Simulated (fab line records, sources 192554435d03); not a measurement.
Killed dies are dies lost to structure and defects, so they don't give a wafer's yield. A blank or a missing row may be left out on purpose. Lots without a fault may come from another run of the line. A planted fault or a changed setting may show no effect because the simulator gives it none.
fab line records | flow n5_finfet
record lots=6 wafers=18 last_day=17
route steps=1938 shown SD_EPI_N@275 PASSIVATION@1936
lots that met no fault: from a run of the same line without faults
start_h: hours from the record's first day to the start of the lot's first wafer shown | wait_h: hours since the lot's step before | " the same as in the row above | L1.1+2: a row that stands for several wafers | - no value, or no start given | * or withheld: withheld | < > ~ a bound
route shown NAME@n: a module of which the file shows steps, and the number in the route of the first | usual: mean/standard deviation of fault-free wafers | same: alike in all rows | chamber/n: place in a boat | sites: the reading at each site | _std_site: their standard deviation | _edge_site: outer sites' mean less inner sites' | radius_mm: how far each site lies from the wafer's centre | mask NAME#n: copy n | behind: the tool/chamber that last shaped the wafer | hold: why the lot was held/for how many hours/how that ended | device: the transistor (n, p or np) that didn't switch | end of line: the same wafers' tests at the end of the route | a step without rows: its recipe alone | killed: dies lost to structure and defects at the first sort, not the wafer's yield | map: a wafer's dies, x killed, . not, _ none there
set.NAME: the setting as run; set.NAME@STEP: as run at that earlier step | model.NAME: the simulator's own value behind a step, which no gauge read
lots at some steps of the route; a table a step, a row a wafer
services: from which hour (start_h, from the record's first day; less than 0 if before it) a tool's chamber was out of use, for how many hours, and why
## steps
# step N5_SD_EPI_N_ETCH_35
# recipe chemistry=N2/H2 target=SOC overetch_a=1080 mask_material=SiARC temp_c=40 ion_energy_ev=100 source_w=3000 bias_w=133 pressure_mtorr=20 time_s=486 n2_flow_sccm=200 h2_flow_sccm=200
# usual drypump_motor_current_A=5.58/0.3 n2_flow_sccm=200.0/0.6 oes_product_au=0.71/0.076 rf_vpp_V=240.4/1.2 showerhead_plenum_p_Torr=2.52/0.073 throttle_valve_pct=23.9/0.45
# columns lot.wafer tool chamber start_h wait_h drypump_motor_current_A n2_flow_sccm oes_product_au rf_hours_counter_h rf_vpp_V showerhead_plenum_p_Torr throttle_valve_pct
L323.2 rie_diel-03 2 68.18 0.0 5.71 199.9 0.87 7 242.4 2.58 23.3
L323.4 " 0 " " 5.11 200.2 0.64 197 241.5 2.63 23.6
L323.5 " 3 " " 5.90 200.3 0.70 - 240.6 2.54 23.7
L326.1 rie_diel-03 0 85.70 0.0 5.10 200.1 0.64 204 242.1 2.63 23.6
L326.3 " 2 " " 5.72 200.0 0.86 12 241.3 2.57 23.3
L326.5 " 0 " " 5.12 200.2 0.64 - 242.8 2.63 23.6
L335.1 rie_diel-02 0 140.13 0.0 5.67 201.3 0.66 200 239.1 2.45 24.6
L335.3 " 2 " " 5.70 200.4 0.64 199 240.4 2.51 24.3
L335.4 " 1 " " 5.22 199.5 0.69 - 239.6 2.46 24.3
L336.1 rie_diel-06 0 145.06 0.0 6.06 199.7 0.80 25 238.7 2.47 23.4
L336.4 " 1 " " 5.41 200.4 0.82 - 241.0 2.60 23.6
L336.6 " 0 " " 6.05 198.7 0.80 - 239.0 2.47 23.3
L342.2 rie_diel-02 2 182.85 0.0 5.68 199.8 0.63 216 239.3 2.50 24.3
L342.3 " 0 " " 5.71 199.8 0.65 216 240.7 2.44 24.6
L342.4 " 1 " " 5.17 199.5 0.68 134 239.1 2.45 24.3
L343.1 rie_diel-02 2 187.73 0.0 5.71 199.4 0.63 220 239.0 2.50 24.3
L343.3 " 0 " " 5.70 200.3 0.65 218 238.5 2.44 24.6
L343.4 " 1 " " 5.22 199.9 0.67 137 239.9 2.45 24.3
# step N5_SD_EPI_N_STRIP_36
# recipe chemistry=N2/H2 temp_c=40 n2_flow_sccm=200 h2_flow_sccm=200 rf_frequency_hz=6e+07
# step N5_SD_EPI_N_ETCHBACK_44
# recipe chemistry=CH3F/O2 mode=anisotropic_etchback target=SiNx target_depth_a=145 stop_on=SiO2 over_etch_frac=0.3 ion_energy_ev=120 pressure_mtorr=30 source_w=395 bias_w=73 Ar_flow_sccm=150 CH3F_flow_sccm=30 O2_flow_sccm=20
# usual drypump_motor_current_A=5.58/0.29 oes_ar_750_au=0.79/0.082 oes_product_au=0.68/0.072 rf_vpp_V=296/8.8 showerhead_plenum_p_Torr=1.98/0.059 throttle_valve_pct=16.34/0.23
# columns lot.wafer tool chamber start_h wait_h drypump_motor_current_A oes_ar_750_au oes_product_au rf_hours_counter_h rf_vpp_V showerhead_plenum_p_Torr throttle_valve_pct
L323.2 rie_diel-03 2 68.50 0.0 5.70 0.94 0.83 7 309 2.05 16.07
L323.4 " 0 " " 5.09 0.72 0.62 197 302 2.07 16.26
L323.5 " 3 " " 5.89 0.75 0.66 - 292 1.99 16.15
L326.1 rie_diel-03 0 86.02 0.0 5.11 0.73 0.60 204 303 2.07 16.27
L326.3 " 2 " " 5.70 0.94 0.82 13 310 2.05 16.09
L326.5 " 0 " " 5.11 0.73 0.61 - 302 2.07 16.27
L335.1 rie_diel-02 0 140.45 0.0 5.72 0.74 0.62 200 279 1.89 16.51
L335.3 " 2 " " 5.70 0.73 0.61 199 291 1.96 16.45
L335.4 " 1 " " 5.20 0.77 0.66 - 307 1.95 16.83
L336.1 rie_diel-06 0 145.39 0.0 6.07 0.88 0.77 25 297 1.94 15.99
L336.4 " 1 " " 5.41 0.93 0.78 - 295 2.04 16.19
L336.6 " 0 " " 6.03 0.88 0.77 - 298 1.94 15.98
L342.2 rie_diel-02 2 183.18 0.0 5.69 0.71 0.60 216 290 1.95 16.47
L342.3 " 0 " " 5.67 0.73 0.62 216 279 1.88 16.51
L342.4 " 1 " " 5.21 0.76 0.65 134 307 1.94 16.86
L343.1 rie_diel-02 2 188.06 0.0 5.75 0.71 0.60 220 293 1.95 16.49
L343.3 " 0 " " 5.69 0.72 0.62 218 281 1.88 16.56
L343.4 " 1 " " 5.22 0.75 0.64 137 308 1.94 16.87
# step N5_SD_EPI_N_ETCH_45
# recipe chemistry=CH3F/O2 target=SiOCN target_depth_a=60 mask_material=SOC ion_energy_ev=60 bias_w=29 pressure_mtorr=15 source_w=410 Ar_flow_sccm=150 CH3F_flow_sccm=30 O2_flow_sccm=20
# usual drypump_motor_current_A=5.57/0.3 oes_product_au=0.79/0.087 rf_vpp_V=127.2/0.89 showerhead_plenum_p_Torr=1.98/0.059 throttle_valve_pct=23.33/0.28
# columns lot.wafer tool chamber start_h wait_h drypump_motor_current_A oes_product_au rf_hours_counter_h rf_vpp_V showerhead_plenum_p_Torr throttle_valve_pct
L323.2 rie_diel-03 2 68.60 0.1 5.68 0.97 7 127.0 2.05 23.17
L323.4 " 0 " " 5.11 0.73 197 128.4 2.07 23.15
L323.5 " 3 " " 5.88 0.76 - 127.7 1.99 23.04
L326.1 rie_diel-03 0 86.12 0.1 5.08 0.72 204 128.5 2.06 23.15
L326.3 " 2 " " 5.69 0.96 13 128.7 2.04 23.17
L326.5 " 0 " " 5.10 0.72 - 127.6 2.06 23.16
L335.1 rie_diel-02 0 140.55 0.1 5.68 0.72 200 127.4 1.88 23.46
L335.3 " 2 " " 5.68 0.71 199 126.7 1.95 23.45
L335.4 " 1 " " 5.18 0.78 - 125.5 1.94 24.04
L336.1 rie_diel-06 0 145.49 0.1 6.03 0.88 25 127.0 1.93 22.91
L336.4 " 1 " " 5.42 0.93 - 126.6 2.04 23.25
L336.6 " 0 " " 5.97 0.88 - 128.0 1.93 22.93
L342.2 rie_diel-02 2 183.28 0.1 5.70 0.71 216 128.3 1.95 23.46
L342.3 " 0 " " 5.67 0.70 216 126.6 1.88 23.46
L342.4 " 1 " " 5.22 0.75 134 127.2 1.94 24.05
L343.1 rie_diel-02 2 188.16 0.1 5.72 0.69 220 126.0 1.95 23.46
L343.3 " 0 " " 5.71 0.70 218 126.1 1.88 23.47
L343.4 " 1 " " 5.20 0.75 137 126.4 1.93 24.06
# step N5_SD_EPI_N_ETCH_16
# recipe chemistry=CHF3/O2 target=SiO2 target_depth_a=50 mask_material=SOC pressure_mtorr=30 source_w=650 bias_w=170 Ar_flow_sccm=200 CHF3_flow_sccm=50 O2_flow_sccm=5 ion_energy_ev=200
# usual drypump_motor_current_A=5.58/0.3 oes_ar_750_au=0.79/0.082 oes_product_au=0.79/0.087 rf_vpp_V=522/16 showerhead_plenum_p_Torr=2.39/0.07 throttle_valve_pct=18.88/0.23
# columns lot.wafer tool chamber start_h wait_h drypump_motor_current_A oes_ar_750_au oes_product_au rf_hours_counter_h rf_vpp_V showerhead_plenum_p_Torr throttle_valve_pct
L323.2 rie_diel-03 2 68.70 0.1 5.72 0.95 0.97 7 545 2.47 18.66
L323.4 " 0 " " 5.11 0.72 0.73 197 533 2.50 18.79
L323.5 " 3 " " 5.93 0.75 0.76 - 511 2.40 18.66
L326.1 rie_diel-03 0 86.22 0.1 5.10 0.72 0.71 204 532 2.49 18.78
L326.3 " 2 " " 5.70 0.93 0.95 13 545 2.47 18.66
L326.5 " 0 " " 5.10 0.73 0.71 - 532 2.49 18.80
L335.1 rie_diel-02 0 140.65 0.1 5.68 0.74 0.72 200 492 2.28 19.02
L335.3 " 2 " " 5.67 0.73 0.72 199 513 2.36 18.95
L335.4 " 1 " " 5.18 0.77 0.77 - 543 2.35 19.45
L336.1 rie_diel-06 0 145.59 0.1 6.05 0.88 0.88 25 526 2.34 18.57
L336.4 " 1 " " 5.42 0.93 0.91 - 521 2.46 18.80
L336.6 " 0 " " 6.06 0.87 0.88 - 526 2.34 18.55
L342.2 rie_diel-02 2 183.38 0.1 5.71 0.71 0.70 216 512 2.35 18.99
L342.3 " 0 " " 5.69 0.73 0.70 216 492 2.27 19.04
L342.4 " 1 " " 5.21 0.76 0.76 134 542 2.34 19.48
L343.1 rie_diel-02 2 188.26 0.1 5.68 0.71 0.70 220 511 2.35 19.00
L343.3 " 0 " " 5.71 0.73 0.71 218 493 2.27 19.05
L343.4 " 1 " " 5.20 0.76 0.76 137 541 2.34 19.47
# step N5_SD_EPI_N_STRIP_47
# recipe chemistry=CHF3/O2 resist=SiARC rf_frequency_hz=6e+07
# step N5_SD_EPI_N_SD_RECESS_17
# recipe chemistry=HBr/Cl2/O2 target_depth_a=410 mask_material=SOC time_s=23.7 bt_time_s=3 pressure_mtorr=10 icp_w=800 bias_w=112 HBr_flow_sccm=150 Cl2_flow_sccm=80 O2_flow_sccm=12
# step N5_SD_EPI_N_STRIP_38
# recipe chemistry=N2/H2 power_w=1000 temp_c=250 h2_frac=0.65 overash_fraction=0.3 pressure_mtorr=withheld n2_flow_sccm=1750 h2_flow_sccm=3250
# usual drypump_motor_current_A=5.4/0.62 heater_power_w=310/7.6 n2_flow_sccm=1750/5.5 oes_product_au=0.762/0.011
# columns lot.wafer tool chamber start_h wait_h drypump_motor_current_A heater_power_w n2_flow_sccm oes_product_au rf_hours_counter_h
L323.2 plasma_asher-02 0 68.87 0.1 4.8 300 1753 0.752 87
L323.4 " 0 " " 4.8 300 1762 0.754 -
L323.5 " 1 " " 6.2 313 1755 0.776 -
L326.1 plasma_asher-02 1 86.61 0.3 6.2 309 1750 0.770 91
L326.3 " 1 " " 6.1 313 1749 0.764 -
L326.5 " 1 " " 6.1 316 1751 0.768 -
L335.1 plasma_asher-01 0 140.82 0.1 5.9 316 1750 0.757 51
L335.3 " 1 " " 4.7 316 1742 0.771 -
L335.4 " 0 " " 5.9 313 1753 0.756 -
L336.1 plasma_asher-01 1 145.75 0.1 4.7 311 1747 0.769 54
L336.4 " 1 " " 4.7 321 1748 0.757 -
L336.6 " 0 " " 5.9 302 1742 0.772 -
L342.2 plasma_asher-01 1 183.54 0.1 4.8 314 1751 0.775 62
L342.3 " 1 " " 4.8 323 1750 0.771 -
L342.4 " 0 " " 5.9 310 1752 0.740 -
L343.1 plasma_asher-01 1 188.43 0.1 4.7 311 1755 0.776 63
L343.3 " 1 " " 4.7 319 1745 0.753 -
L343.4 " 0 " " 5.9 309 1756 0.747 -
# step N5_SD_EPI_N_WET_ETCH_43
# recipe chemistry=dHF dilution=withheld time_s=14 target=SiO2 target_depth_a=15 temp_c=25
# step N5_SD_EPI_N_STRIP_18
# recipe chemistry=SPM time_s=750 temp_c=130 h2so4_h2o2_vol_ratio=4
# step N5_SD_EPI_N_SRD_20
# recipe dry=ipa_marangoni do_ppb=5 time_s=30 temp_c=23 rinse_liquid=diw
# step N5_SD_EPI_N_PRECLEAN_48
# recipe chemistry=NF3:NH3 afs_cycles=2 temp_c=30 time_s=20 sublimation_temp_c=180 sublimation_time_s=60 pressure_torr=3 rf_power_w=30
# step N5_SD_EPI_N_VAPOR_ETCH_50
# recipe chemistry=HCl target=Si temp_c=775 time_s=54 pressure_torr=20 mode=isotropic
# usual susceptor_temp_C=774.9/0.35 throttle_valve_pct=12.1/0.47
# columns lot.wafer tool chamber start_h wait_h susceptor_temp_C throttle_valve_pct
L323.2 epi_rpcvd-04 0 69.94 0.5 774.5 11.6
L323.4 " 0 " " 774.9 11.4
L323.5 " 0 " " 775.1 11.6
L326.1 epi_rpcvd-01 0 87.33 0.3 774.8 12.0
L326.3 " 0 " " 774.8 11.9
L326.5 " 0 " " 775.1 11.9
L335.1 epi_rpcvd-04 0 141.53 0.3 789.2 11.4
L335.3 " 0 " " 789.1 11.8
L335.4 " 0 " " 788.7 11.7
L336.1 epi_rpcvd-04 0 146.47 0.3 789.3 11.6
L336.4 " 0 " " 789.0 11.8
L336.6 " 0 " " 789.4 12.0
L342.2 epi_rpcvd-03 0 184.29 0.3 775.4 12.4
L342.3 " 0 " " 776.2 12.6
L342.4 " 0 " " 775.4 12.6
L343.1 epi_rpcvd-03 0 189.15 0.3 774.8 12.7
L343.3 " 0 " " 775.1 12.8
L343.4 " 0 " " 775.0 12.8
# step N5_SD_EPI_N_EPI_21
# recipe material=Si:P dopant=P temp_c=680 pressure_torr=255 time_s=690
# step N5_PASSIVATION_PROBE_49
# usual killed_at_M0_to_M3=34/8.9 killed_at_M4_up=13/4.6 killed_at_contacts=12/5.5 killed_at_front_end=41/11 killed_at_other=3.1/2.9 killed_dies=102/16 killed_open=66/11 killed_short=34/7.6
# same gross_dies=1180 killed_at_back_side=0
# columns lot.wafer tool chamber start_h wait_h killed_at_M0_to_M3 killed_at_M4_up killed_at_contacts killed_at_front_end killed_at_other killed_dies killed_open killed_short
L323.2 prober-02 - 281.31 0.1 24 14 8 65 0 111 65 39
L323.4 prober-02 - 281.41 0.2 25 19 10 51 0 105 73 32
L323.5 prober-02 - 281.46 0.2 28 16 12 44 1 101 69 29
L326.1 prober-01 - 297.23 0.0 25 14 4 44 7 94 57 35
L326.3 prober-01 - 297.33 0.1 32 13 12 40 3 100 64 35
L326.5 prober-01 - 297.43 0.2 28 18 15 41 1 103 62 39
L335.1 prober-02 - 358.08 0.0 31 16 5 50 6 108 73 35
L335.3 prober-02 - 358.18 0.1 24 15 13 53 19 124 80 44
L335.4 prober-02 - 358.23 0.2 27 13 10 47 2 99 73 26
# killed by level:class
L323.2 FIN_SAQP:geometric_particle:open=22 FIN_SAQP:geometric_particle:short=10 STI_FIN_REVEAL:geometric_particle:open=8 MOL_CONTACT_COAG:geometric_particle:open=8 BEOL_M0_SAQP:geometric_particle:short=7 HKMG_FIN:area_etch=7 GATE_CUT:geometric_particle:short=6 BEOL_M2:geometric_particle:open=4
L323.4 FIN_SAQP:geometric_particle:open=15 FIN_SAQP:geometric_particle:short=14 DUMMY_GATE:geometric_particle:open=8 MOL_CONTACT_COAG:geometric_particle:open=7 BEOL_M1:geometric_particle:open=7 BEOL_M2:geometric_particle:open=6 BEOL_M4:geometric_particle:open=6 BEOL_M0_SAQP:geometric_particle:open=5
L323.5 DUMMY_GATE:geometric_particle:open=10 MOL_CONTACT_COAG:geometric_particle:open=10 FIN_SAQP:geometric_particle:open=8 BEOL_M3:geometric_particle:open=7 BEOL_M3:geometric_particle:short=7 FIN_SAQP:geometric_particle:short=6 BEOL_M1:geometric_particle:open=5 BEOL_M4:geometric_particle:open=5
L326.1 GATE_CUT:geometric_particle:open=10 GATE_CUT:geometric_particle:short=9 BEOL_M4:geometric_particle:open=6 FIN_SAQP:geometric_particle:short=5 STI_FIN_REVEAL:geometric_particle:open=5 BEOL_M0_SAQP:geometric_particle:open=5 BEOL_M3:geometric_particle:open=5 FIN_SAQP:geometric_particle:open=4
L326.3 STI_FIN_REVEAL:geometric_particle:open=12 BEOL_M0_SAQP:geometric_particle:open=10 MOL_CONTACT_COAG:geometric_particle:open=9 BEOL_M0_SAQP:geometric_particle:short=9 STI_FIN_REVEAL:geometric_particle:short=6 BEOL_M2:geometric_particle:open=5 FIN_SAQP:geometric_particle:short=4 GATE_CUT:geometric_particle:short=4
L326.5 MOL_CONTACT_COAG:geometric_particle:open=12 STI_FIN_REVEAL:geometric_particle:open=11 BEOL_M0_SAQP:geometric_particle:open=10 GATE_CUT:geometric_particle:short=9 BEOL_M4:geometric_particle:open=9 BEOL_M0_SAQP:geometric_particle:short=8 FIN_SAQP:geometric_particle:open=6 FIN_SAQP:geometric_particle:short=6
L335.1 BEOL_M0_SAQP:geometric_particle:short=11 STI_FIN_REVEAL:geometric_particle:open=11 DUMMY_GATE:geometric_particle:open=11 BEOL_M0_SAQP:geometric_particle:open=11 FIN_SAQP:geometric_particle:short=7 STARTING-WAFER:geometric_particle:open=6 STI_FIN_REVEAL:geometric_particle:short=5 BEOL_M7:geometric_particle:open=5
L335.3 STI_FIN_REVEAL:geometric_particle:open=15 DUMMY_GATE:geometric_particle:open=7 MOL_CONTACT_COAG:geometric_particle:short=7 BEOL_M0_SAQP:geometric_particle:short=7 MOL_CONTACT_COAG:geometric_particle:open=6 BEOL_M3:geometric_particle:open=6 MIM_TOP_ETCH:geometric_particle:open=6 FIN_SAQP:geometric_particle:short=5
L335.4 DUMMY_GATE:geometric_particle:open=15 BEOL_M0_SAQP:geometric_particle:open=10 STI_FIN_REVEAL:geometric_particle:open=8 MOL_CONTACT_COAG:geometric_particle:open=8 GATE_CUT:geometric_particle:short=7 BEOL_M0_SAQP:geometric_particle:short=6 FIN_SAQP:geometric_particle:short=5 BEOL_M3:geometric_particle:open=5
## services
# columns tool chamber start_h hours kind
rie_diel-06 0 44.90 - clean
rie_diel-06 0 44.90 - consumable_replace:focus_ring
rie_diel-06 0 44.90 20.5 scheduled_down
rie_diel-06 0 44.90 20.5 vent_cycle
epi_rpcvd-03 - 59.74 2.8 pm
rie_diel-03 - 61.54 5.7 repair
rie_diel-06 1 65.46 - clean
rie_diel-06 1 65.46 - consumable_replace:focus_ring
rie_diel-06 1 65.46 16.3 scheduled_down
rie_diel-02 0 68.45 6.2 repair
plasma_asher-01 - 84.16 4.3 pm
rie_diel-02 - 91.15 2.8 pm
rie_diel-06 0 91.22 16.7 repair
plasma_asher-02 - 101.08 0.9 repair
rie_diel-02 1 112.26 2.7 repair
rie_diel-02 3 116.22 - clean
rie_diel-02 3 116.22 - consumable_replace:focus_ring
rie_diel-02 3 116.22 31.6 scheduled_down
rie_diel-02 3 116.22 31.6 vent_cycle
epi_rpcvd-01 - 117.08 27.2 pm
plasma_asher-02 - 121.91 15.6 pm
plasma_asher-02 - 140.75 5.2 repair
rie_diel-06 3 143.16 8.3 repair
rie_diel-06 - 174.34 14.6 pm
## key
first_sign step=N5_SD_EPI_N_VAPOR_ETCH_50 reading=susceptor_temp_C direction=up sigmas=40 usual=* struck=*
effect none on later readings
met_at N5_SD_EPI_N_VAPOR_ETCH_50
struck_wafers L335.1,L335.3,L335.4,L336.1,L336.4,L336.6
tester_left_out L335,L336
baseline_loss step=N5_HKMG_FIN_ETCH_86 wafers=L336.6
onset_between 69.94 141.53
fault kind=process_parameter_drift tool=epi_rpcvd-04 chamber=- onset_h=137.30 steps=N5_SD_EPI_N_VAPOR_ETCH_50 channel=temp_c offset=* shape=step end_h=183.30 acts_in=* stated=*
# tester_left_out: of these lots the tester's yield and bins aren't shown, on N5 and GAA mostly nor the transistor test; their killed dies are dies lost to structure and defects alone, not to doping, threshold or leakage, so they don't give the yield
# baseline_loss: these wafers lose ten dies or more at that step, a loss of the line's own and not of a fault; the sort's usual values leave them out
